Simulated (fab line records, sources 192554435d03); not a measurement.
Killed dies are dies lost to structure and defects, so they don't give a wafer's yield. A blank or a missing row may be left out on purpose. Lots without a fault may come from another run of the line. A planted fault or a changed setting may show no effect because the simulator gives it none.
fab line records | flow n5_finfet
record lots=10 wafers=30 last_day=18
route steps=1938 shown HKMG_FIN@414 BEOL_M4@1095 PASSIVATION@1936
lots that met no fault: from a run of the same line without faults
start_h: hours from the record's first day to the start of the lot's first wafer shown | wait_h: hours since the lot's step before | " the same as in the row above | L1.1+2: a row that stands for several wafers | - no value, or no start given | * or withheld: withheld | < > ~ a bound
route shown NAME@n: a module of which the file shows steps, and the number in the route of the first | usual: mean/standard deviation of fault-free wafers | same: alike in all rows | chamber/n: place in a boat | sites: the reading at each site | _std_site: their standard deviation | _edge_site: outer sites' mean less inner sites' | radius_mm: how far each site lies from the wafer's centre | mask NAME#n: copy n | behind: the tool/chamber that last shaped the wafer | hold: why the lot was held/for how many hours/how that ended | device: the transistor (n, p or np) that didn't switch | end of line: the same wafers' tests at the end of the route | a step without rows: its recipe alone | killed: dies lost to structure and defects at the first sort, not the wafer's yield | map: a wafer's dies, x killed, . not, _ none there
set.NAME: the setting as run; set.NAME@STEP: as run at that earlier step | model.NAME: the simulator's own value behind a step, which no gauge read
steps of the route over a sample of lots; a table a step, a row a wafer
services: from which hour (start_h, from the record's first day; less than 0 if before it) a tool's chamber was out of use, for how many hours, and why
## steps
# step N5_HKMG_FIN_RTA_80
# recipe temp_c=withheld time_s=2 ambient=N2 idle_temp_c=600 ramp_up_c_per_s=150 ramp_down_c_per_s=60 cool_to_c=600
# columns lot.wafer tool chamber start_h wait_h
L958.4+5+6 rtp_anneal-01 0 76.08 0.1
L959.2+4+6 rtp_anneal-01 0 82.55 0.1
L960.2+3+5 rtp_anneal-02 0 86.81 0.1
L961.1+2+5 rtp_anneal-01 0 93.64 0.2
L963.3+4+5 rtp_anneal-01 0 115.35 0.3
L966.1+3+5 rtp_anneal-01 0 123.48 0.1
L972.2+4+5 rtp_anneal-01 0 160.53 0.2
L974.3+4+5 rtp_anneal-02 0 178.29 0.1
L981.2+4+5 rtp_anneal-02 0 220.02 0.1
L980.1+2+4 rtp_anneal-01 0 223.20 0.1
# step N5_BEOL_M4_ANNEAL_91
# recipe temp_c=400 time_s=240 ambient=vacuum
# usual heater_power_w=850/100 susceptor_temp_C=400.01/0.22
# columns lot.wafer tool chamber start_h wait_h heater_power_w susceptor_temp_C
L958.4 pvd_sputter-01 - 178.21 0.0 836 400.21
L958.5 " - " " 886 399.92
L958.6 " - " " 778 399.81
L959.2 pvd_sputter-02 - 183.08 0.0 923 400.10
L959.4 " - " " 778 400.24
L959.6 " - " " 702 399.59
L961.1 pvd_sputter-01 - 185.16 0.0 953 400.44
L961.2 " - " " 834 399.99
L961.5 " - " " 812 400.11
L960.2 pvd_sputter-02 - 185.28 0.0 773 399.91
L960.3 " - " " 713 399.95
L960.5 " - " " 1067 400.04
L963.3 pvd_sputter-02 - 212.63 0.0 926 399.71
L963.4 " - " " 708 400.16
L963.5 " - " " 710 400.05
L966.1 pvd_sputter-02 - 226.05 0.0 783 400.04
L966.3 " - " " 693 400.10
L966.5 " - " " 703 399.86
L972.2 pvd_sputter-02 - 254.89 0.0 915 400.35
L972.4 " - " " 784 399.90
L972.5 " - " " 783 399.78
L974.3 pvd_sputter-03 - 277.82 0.0 785 400.18
L974.4 " - " " 744 399.92
L974.5 " - " " 887 399.88
L981.2 pvd_sputter-02 - 309.67 0.0 757 400.34
L981.4 " - " " 708 399.74
L981.5 " - " " 804 399.97
L980.1 pvd_sputter-01 - 312.10 0.0 847 400.54
L980.2 " - " " 951 400.07
L980.4 " - " " 794 400.37
# step N5_BEOL_M4_SPUTTER_96
# recipe material=Cu target_thk_a=45 temp_c=-20 chamber_pressure_pa=0.07 power_w=withheld time_s=8.29
# usual susceptor_temp_C=-20.00/0.11 throttle_valve_pct=29.6/1.2
# columns lot.wafer tool chamber start_h wait_h susceptor_temp_C throttle_valve_pct
L958.4 pvd_sputter-01 - 178.79 0.1 -19.91 28.0
L958.5 " - " " -20.07 28.5
L958.6 " - " " -19.92 29.8
L959.2 pvd_sputter-02 - 183.66 0.1 -19.94 31.4
L959.4 " - " " -20.06 31.0
L959.6 " - " " -19.94 28.9
L961.1 pvd_sputter-01 - 185.74 0.1 -20.03 31.0
L961.2 " - " " -19.97 28.1
L961.5 " - " " -19.99 30.0
L960.2 pvd_sputter-02 - 185.86 0.1 -19.89 30.7
L960.3 " - " " -19.92 29.1
L960.5 " - " " -20.10 27.9
L963.3 pvd_sputter-02 - 213.21 0.1 -19.90 31.2
L963.4 " - " " -19.91 29.0
L963.5 " - " " -19.88 29.1
L966.1 pvd_sputter-02 - 226.63 0.1 -19.85 30.9
L966.3 " - " " -20.01 29.0
L966.5 " - " " -20.11 29.0
L972.2 pvd_sputter-02 - 255.47 0.1 -19.86 31.4
L972.4 " - " " -20.06 30.7
L972.5 " - " " -19.91 30.8
L974.3 pvd_sputter-03 - 278.40 0.1 -19.95 30.9
L974.4 " - " " -19.90 28.2
L974.5 " - " " -20.30 30.4
L981.2 pvd_sputter-02 - 310.25 0.1 -20.20 31.0
L981.4 " - " " -20.17 28.9
L981.5 " - " " -19.99 31.0
L980.1 pvd_sputter-01 - 312.68 0.1 -20.23 28.2
L980.2 " - " " -20.05 31.0
L980.4 " - " " -19.99 29.7
# step N5_BEOL_M4_DEP_57
# recipe material=SiCN target_thk_a=80 temp_c=withheld precursor=3MS/NH3 pressure_torr=3 rf_w=202 time_s=14
# usual showerhead_plenum_p_Torr=3.668/0.0091 throttle_valve_pct=8.8/0.41
# columns lot.wafer tool chamber start_h wait_h showerhead_plenum_p_Torr since_wet_clean_h throttle_valve_pct
L958.4 pecvd-04 0 179.79 0.0 3.647 - 8.6
L958.5 " 1 " " 3.665 - 9.3
L958.6 " 2 " " 3.658 - 8.7
L959.2 pecvd-03 1 185.14 0.0 3.666 1977 9.3
L959.4 " 1 " " 3.674 - 9.5
L959.6 " 0 " " 3.672 - 8.5
L960.2 pecvd-02 2 186.94 0.0 3.672 137 8.4
L960.3 " 1 " " 3.671 1616 9.3
L960.5 " 1 " " 3.666 - 9.5
L961.1 pecvd-03 2 186.99 0.0 3.684 499 8.5
L961.2 " 0 " " 3.672 1253 8.1
L961.5 " 0 " " 3.671 - 8.5
L963.3 pecvd-02 1 214.19 0.0 3.675 1643 9.2
L963.4 " 2 " " 3.668 - 8.2
L963.5 " 1 " " 3.669 - 9.2
L966.1 pecvd-03 2 227.61 0.0 3.682 540 8.5
L966.3 " 1 " " 3.675 2019 9.4
L966.5 " 0 " " 3.663 - 8.5
L972.2 pecvd-02 1 256.45 0.0 3.672 1685 9.3
L972.4 " 2 " " 3.673 - 8.2
L972.5 " 0 " " 3.665 - 8.7
L974.3 pecvd-02 0 279.40 0.0 3.662 983 9.2
L974.4 " 1 " " 3.670 - 9.2
L974.5 " 2 " " 3.669 - 8.2
L981.2 pecvd-04 2 311.23 0.0 3.653 433 9.1
L981.4 " 0 " " 3.659 - 9.1
L981.5 " 2 " " 3.658 - 9.0
L980.1 pecvd-04 0 313.66 0.0 3.650 1199 9.0
L980.2 " 2 " " 3.660 436 8.9
L980.4 " 1 " " 3.671 - 9.1
# step N5_BEOL_M4_RC_MEAS_101
# usual DIBL_N=36.0/1.9 DIBL_P=36.0/2.1 IOFF_N=0.155/0.029 IOFF_P=0.20/0.032 IOFF_P_LIN=0.097/0.011 IOFF_P_LONG=0.000104/8.9e-06 ION_N=672/11 ION_P=461/6.9 SS_N=71.5/0.58 SS_P=73.2/0.64 VT_N=250.4/2.9 VT_N_LVT=98/3.1 VT_P=-251.0/2.8 VT_P_LONG=-276/3.2
# columns lot.wafer tool chamber start_h wait_h DIBL_N[mV/V] DIBL_P[mV/V] IOFF_N[nA/um] IOFF_P[nA/um] IOFF_P_LIN[nA/um] IOFF_P_LONG[nA/um] ION_N[uA/um] ION_P[uA/um] SS_N[mV/dec] SS_P[mV/dec] VT_N[mV] VT_N_LVT[mV] VT_P[mV] VT_P_LONG[mV]
L958.4 prober-02 0 180.36 0.5 34.5 33.8 0.124 0.16 0.079 9.4e-05 676 455 70.4 72.2 254.2 101 -256.0 -279
L958.5 " 0 " " 35.0 35.0 0.131 0.17 0.081 9.4e-05 659 446 71.1 72.5 253.3 101 -252.8 -278
L958.6 " 0 " " 35.1 34.7 0.136 0.16 0.080 9.4e-05 661 451 70.7 72.9 251.9 100 -257.8 -278
L959.2 prober-02 0 185.41 0.2 36.5 35.3 0.129 0.19 0.094 0.000108 654 452 71.4 73.9 254.5 103 -251.4 -275
L959.4 " 0 " " 34.5 33.6 0.114 0.18 0.091 0.000108 672 470 71.0 72.9 254.6 104 -251.4 -273
L959.6 " 0 " " 34.4 33.3 0.112 0.17 0.086 0.00011 666 462 70.8 72.3 254.9 105 -253.8 -272
L961.1 prober-02 0 187.11 0.0 38.1 39.4 0.192 0.26 0.114 0.000109 696 475 71.6 74.1 247.3 95 -244.9 -274
L961.2 " 0 " " 39.6 40.4 0.218 0.27 0.118 0.000102 682 466 72.0 73.4 244.8 94 -248.1 -275
L961.5 " 0 " " 39.5 39.7 0.213 0.27 0.117 0.000108 705 478 71.0 73.7 247.4 94 -247.3 -275
L960.2 prober-01 0 187.22 0.2 34.9 34.6 0.145 0.22 0.106 0.000124 661 457 71.4 72.4 249.4 99 -248.6 -271
L960.3 " 0 " " 35.2 35.3 0.160 0.22 0.106 0.000122 670 462 71.6 73.1 245.6 96 -248.3 -272
L960.5 " 0 " " 36.4 35.9 0.168 0.22 0.106 0.000122 669 460 72.3 72.6 247.4 97 -250.0 -272
L963.3 prober-02 0 214.62 0.3 40.6 39.6 0.218 0.27 0.115 0.000103 676 465 72.8 74.5 248.8 94 -248.0 -281
L963.4 " 0 " " 39.2 39.2 0.194 0.25 0.111 0.000106 686 466 72.2 74.2 246.9 95 -246.9 -274
L963.5 " 0 " " 41.7 41.4 0.236 0.30 0.126 0.000104 678 467 72.6 74.4 246.5 94 -246.9 -276
L966.1 prober-01 0 227.73 0.0 39.3 38.7 0.201 0.15 0.071 8e-05 694 451 72.0 73.3 245.6 81 -261.3 -283
L966.3 " 0 " " 36.6 34.9 0.142 0.11 0.058 7.9e-05 676 442 71.3 72.6 252.0 88 -265.4 -290
L966.5 " 0 " " 39.0 38.3 0.200 0.14 0.070 7.9e-05 696 447 71.4 73.1 245.7 82 -261.7 -287
L972.2 prober-01 0 256.73 0.2 37.0 36.1 0.185 0.16 0.073 8.3e-05 675 452 70.9 73.5 245.4 82 -260.3 -282
L972.4 " 0 " " 34.6 33.0 0.134 0.12 0.061 8e-05 673 448 70.4 73.1 250.7 86 -262.3 -284
L972.5 " 0 " " 34.3 32.9 0.132 0.12 0.061 8.1e-05 668 450 71.1 72.9 247.8 86 -260.9 -285
L974.3 prober-02 0 279.82 0.3 36.1 36.5 0.134 0.18 0.083 9.6e-05 661 454 71.1 72.7 256.5 106 -253.1 -280
L974.4 " 0 " " 38.4 39.7 0.181 0.22 0.100 9e-05 688 462 71.6 74.1 251.6 101 -251.1 -281
L974.5 " 0 " " 40.0 41.4 0.216 0.26 0.110 9.6e-05 681 465 72.0 75.0 251.1 99 -249.7 -279
L981.2 prober-01 0 311.51 0.2 37.5 36.0 0.179 0.23 0.105 9.9e-05 672 465 71.6 73.9 248.6 93 -246.8 -280
L981.4 " 0 " " 35.8 34.7 0.147 0.20 0.097 9.7e-05 678 460 71.1 72.9 251.6 96 -250.3 -281
L981.5 " 0 " " 38.0 36.4 0.173 0.24 0.105 9.9e-05 657 450 71.5 73.8 248.6 97 -252.1 -280
L980.1 prober-01 0 313.78 0.0 34.4 35.1 0.149 0.19 0.093 9.7e-05 682 466 71.6 73.0 252.9 95 -249.1 -278
L980.2 " 0 " " 33.3 33.1 0.118 0.15 0.079 9.8e-05 661 450 71.0 72.6 255.5 100 -255.7 -279
L980.4 " 0 " " 32.8 33.0 0.119 0.16 0.085 0.000102 674 462 70.4 72.9 251.2 98 -253.9 -279
# step N5_PASSIVATION_PROBE_49
# usual defect_limited_yield=91.0/1.5 killed_at_M0_to_M3=33/9.4 killed_at_M4_up=14/4.8 killed_at_contacts=13/7.3 killed_at_front_end=43/13 killed_at_other=3.6/2.9 killed_dies=106/18 killed_open=69/13 killed_short=35/8.2 sort_bin_5_function=5.3/1 sort_bin_6_memory=3.3/0.68 sort_bin_8_speed=0.01/0.027 sort_n_pass=1074/18 sort_yield_pct=91.0/1.5
# same gross_dies=1180 killed_at_back_side=0 sort_bin_4_leakage[%]=0
# columns lot.wafer tool chamber start_h wait_h defect_limited_yield[%] killed_at_M0_to_M3 killed_at_M4_up killed_at_contacts killed_at_front_end killed_at_other killed_dies killed_open killed_short sort_bin_5_function[%] sort_bin_6_memory[%] sort_bin_8_speed[%] sort_n_pass sort_yield_pct[%]
L966.3 prober-01 - 325.66 0.1 91.0 35 13 7 46 5 106 68 38 5.1 3.6 0.17 1072 90.8
L972.2 prober-02 - 360.79 0.1 91.5 28 16 14 40 2 100 78 21 4.7 3.4 0.08 1079 91.4
L974.3 prober-02 - 381.59 0.1 91.5 37 14 6 41 2 100 59 38 4.7 3.6 0 1080 91.5
L974.4 prober-02 - 381.64 0.2 92.5 27 14 5 42 1 89 61 22 4.4 2.3 0 1091 92.5
L974.5 prober-02 - 381.69 0.2 89.5 52 16 15 41 0 124 82 41 6.1 4.2 0 1056 89.5
L980.1 prober-01 - 428.13 0.0 91.5 34 18 4 36 8 100 56 34 4.2 3.2 0 1080 91.5
L980.2 prober-01 - 428.18 0.1 94.4 19 9 5 24 9 66 40 24 3.5 1.9 0 1114 94.4
L980.4 prober-01 - 428.28 0.2 90.8 49 13 6 30 10 108 57 51 4.7 3.9 0 1072 90.8
# killed by level:class
L966.3 STI_FIN_REVEAL:geometric_particle:open=11 FIN_SAQP:geometric_particle:short=9 BEOL_M0_SAQP:geometric_particle:short=8 DUMMY_GATE:geometric_particle:open=7 BEOL_M0_SAQP:geometric_particle:open=7 BEOL_M3:geometric_particle:short=7 BEOL_M4:geometric_particle:open=7 BEOL_M3:geometric_particle:open=6
L972.2 FIN_SAQP:geometric_particle:open=11 BEOL_M0_SAQP:geometric_particle:open=11 MOL_CONTACT_COAG:geometric_particle:open=11 STI_FIN_REVEAL:geometric_particle:open=8 FIN_SAQP:geometric_particle:short=7 BEOL_M2:geometric_particle:open=6 STARTING-WAFER:geometric_particle:open=4 BEOL_M0_SAQP:geometric_particle:short=4
L974.3 STI_FIN_REVEAL:geometric_particle:open=14 FIN_SAQP:geometric_particle:short=10 FIN_SAQP:geometric_particle:open=7 BEOL_M0_SAQP:geometric_particle:open=7 BEOL_M0_SAQP:geometric_particle:short=6 BEOL_M3:geometric_particle:short=6 BEOL_M4:geometric_particle:open=6 BEOL_M2:geometric_particle:open=5
L974.4 STI_FIN_REVEAL:geometric_particle:open=12 BEOL_M2:geometric_particle:open=8 BEOL_M0_SAQP:geometric_particle:open=7 FIN_SAQP:geometric_particle:short=6 DUMMY_GATE:geometric_particle:open=5 MOL_CONTACT_COAG:geometric_particle:open=5 BEOL_M8:geometric_particle:open=5 HKMG_FIN:area_etch=5
L974.5 BEOL_M0_SAQP:geometric_particle:open=15 MOL_CONTACT_COAG:geometric_particle:open=13 BEOL_M0_SAQP:geometric_particle:short=12 DUMMY_GATE:geometric_particle:open=9 BEOL_M2:geometric_particle:open=8 BEOL_M3:geometric_particle:open=8 FIN_SAQP:geometric_particle:short=7 STI_FIN_REVEAL:geometric_particle:open=6
L980.1 FIN_SAQP:geometric_particle:open=9 HKMG_FIN:area_etch=9 BEOL_M0_SAQP:geometric_particle:open=7 BEOL_M0_SAQP:geometric_particle:short=7 BEOL_M3:geometric_particle:open=6 BEOL_M4:geometric_particle:open=6 BEOL_M4:geometric_particle:short=5 FIN_SAQP:geometric_particle:short=4
L980.2 STI_FIN_REVEAL:geometric_particle:open=7 BEOL_M4:geometric_particle:open=6 BEOL_M1:geometric_particle:short=5 MOL_CONTACT_COAG:geometric_particle:open=4 BEOL_M0_SAQP:geometric_particle:short=4 BEOL_M3:geometric_particle:open=4 STARTING-WAFER:geometric_particle:open=4 FIN_SAQP:geometric_particle:short=3
L980.4 BEOL_M0_SAQP:geometric_particle:short=16 BEOL_M0_SAQP:geometric_particle:open=14 GATE_CUT:geometric_particle:short=7 FIN_SAQP:geometric_particle:short=5 BEOL_M4:geometric_particle:open=5 PASS1_CAP:geometric_particle:short=5 GATE_CUT:geometric_particle:open=4 MOL_CONTACT_COAG:geometric_particle:open=4
## services
# columns tool chamber start_h hours kind
pecvd-04 - 53.76 0.7 repair
pvd_sputter-02 - 85.31 2.8 repair
pecvd-02 - 104.29 2.8 pm
pecvd-04 0 116.33 2.1 scheduled_down
pecvd-03 - 136.71 1.1 repair
pvd_sputter-03 - 137.72 2.9 repair
pecvd-02 2 145.61 5.1 repair
pecvd-03 - 145.76 1.0 repair
pecvd-04 - 150.68 0.5 repair
pvd_sputter-03 - 164.10 7.1 repair
pecvd-02 0 167.87 5.5 scheduled_down
pecvd-04 - 195.44 5.5 pm
pecvd-02 - 214.93 1.0 repair
pecvd-04 0 217.44 5.5 scheduled_down
rtp_anneal-01 - 243.40 3.5 pm
pecvd-03 2 248.24 - calibration
pecvd-03 0 272.97 3.5 repair
pvd_sputter-02 - 288.76 8.9 repair
pecvd-04 - 307.35 2.8 pm
## key
first_sign step=N5_BEOL_M4_RC_MEAS_101 reading=VT_N_LVT direction=down sigmas=4.6 usual=98 struck=84
effect step=N5_BEOL_M4_RC_MEAS_101 reading=VT_P direction=down sigmas=4 usual=-251.0 struck=-262.0
effect step=N5_BEOL_M4_RC_MEAS_101 reading=VT_P_LONG direction=down sigmas=2.8 usual=-276 struck=-285
effect step=N5_BEOL_M4_RC_MEAS_101 reading=IOFF_P_LIN direction=down sigmas=2.8 usual=0.097 struck=0.066
effect step=N5_BEOL_M4_RC_MEAS_101 reading=IOFF_P_LONG direction=down sigmas=2.7 usual=0.000104 struck=8e-05
effect step=N5_BEOL_M4_RC_MEAS_101 reading=IOFF_P direction=down sigmas=2.2 usual=0.20 struck=0.13 wafers_moved=3
effect step=N5_BEOL_M4_RC_MEAS_101 reading=ION_P direction=down sigmas=1.8 usual=461 struck=448
met_at N5_HKMG_FIN_RTA_80
struck_lots L966,L972
not_acting_at N5_BEOL_M4_ANNEAL_91,N5_BEOL_M4_SPUTTER_96,N5_BEOL_M4_DEP_57
onset_between 115.35 123.48
fault kind=process_parameter_drift tool=rtp_anneal-01 chamber=- onset_h=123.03 steps=N5_HKMG_FIN_RTA_80 channel=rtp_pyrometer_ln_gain offset=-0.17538 shape=step end_h=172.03
